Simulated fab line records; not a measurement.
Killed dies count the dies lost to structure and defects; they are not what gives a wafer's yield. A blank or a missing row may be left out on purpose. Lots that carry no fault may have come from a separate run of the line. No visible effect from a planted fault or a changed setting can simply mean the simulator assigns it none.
What tool caused it? + flow nand_harc + 6 lots with 18 wafers sampled at 2 steps, on a route of 1302 steps

WHAT THE GAUGES READ, wafer by wafer
NHARC_P_M0_OVL_MEAS_10: pitch 180 nm.
| lot  | measured     | on         | overlay_x_nm (nm) |
|------|--------------|------------|-------------------|
| L665 | day 7 06:17  | overlay-01 | -0.2 0.2 -0.5     |
| L671 | day 10 00:02 | overlay-02 | -0.2 -0.1 0.5     |
| L677 | day 12 05:26 | overlay-02 | 0.4 0.2 0.8       |
| L679 | day 12 23:16 | overlay-02 | -0.3 -0.1 0.1     |
| L682 | day 14 09:14 | overlay-01 | 0.3 0.7 1.3       |
| L684 | day 15 06:37 | overlay-01 | 0.5 -0.3 0.5      |

EACH LOT AND THE TOOL THAT RAN IT (in order: tool; ch and the chambers of the sampled wafers; start)
| lot  | NHARC_P_CONTACT_PVD_32                  |
|------|-----------------------------------------|
| L665 | pvd_sputter-03, day 7 06:17 or earlier  |
| L671 | pvd_sputter-01, day 10 00:02 or earlier |
| L677 | pvd_sputter-03, day 12 05:26 or earlier |
| L679 | pvd_sputter-01, day 12 23:16 or earlier |
| L682 | pvd_sputter-01, day 14 09:14 or earlier |
| L684 | pvd_sputter-02, day 15 06:37 or earlier |
- NHARC_P_CONTACT_PVD_32: deposits Ti, target thk 5 nm, time 17.7 s.

THE ANSWER, worked out from the rows above alone
Rule: usual is defined by the lots themselves. The widest of any qualifying gaps counts: lots, ordered by their means at a reading, are off when they make up no more than a third of the lots, leave a main group of 4 or more, and stand apart from it by 3 or more times the standard deviation of that group's means. If all means in a main group match to the digits the tables above print for the reading, that group is not used. A lot without any number at a reading at which 4 lots or more have one is off too. Where the step has rows for the other lots, those lots are counted as sound.
Across all readings shown, no lot is off: no conclusion can be drawn from this.

WHAT HAD BEEN PUT IN BY THE SIMULATOR
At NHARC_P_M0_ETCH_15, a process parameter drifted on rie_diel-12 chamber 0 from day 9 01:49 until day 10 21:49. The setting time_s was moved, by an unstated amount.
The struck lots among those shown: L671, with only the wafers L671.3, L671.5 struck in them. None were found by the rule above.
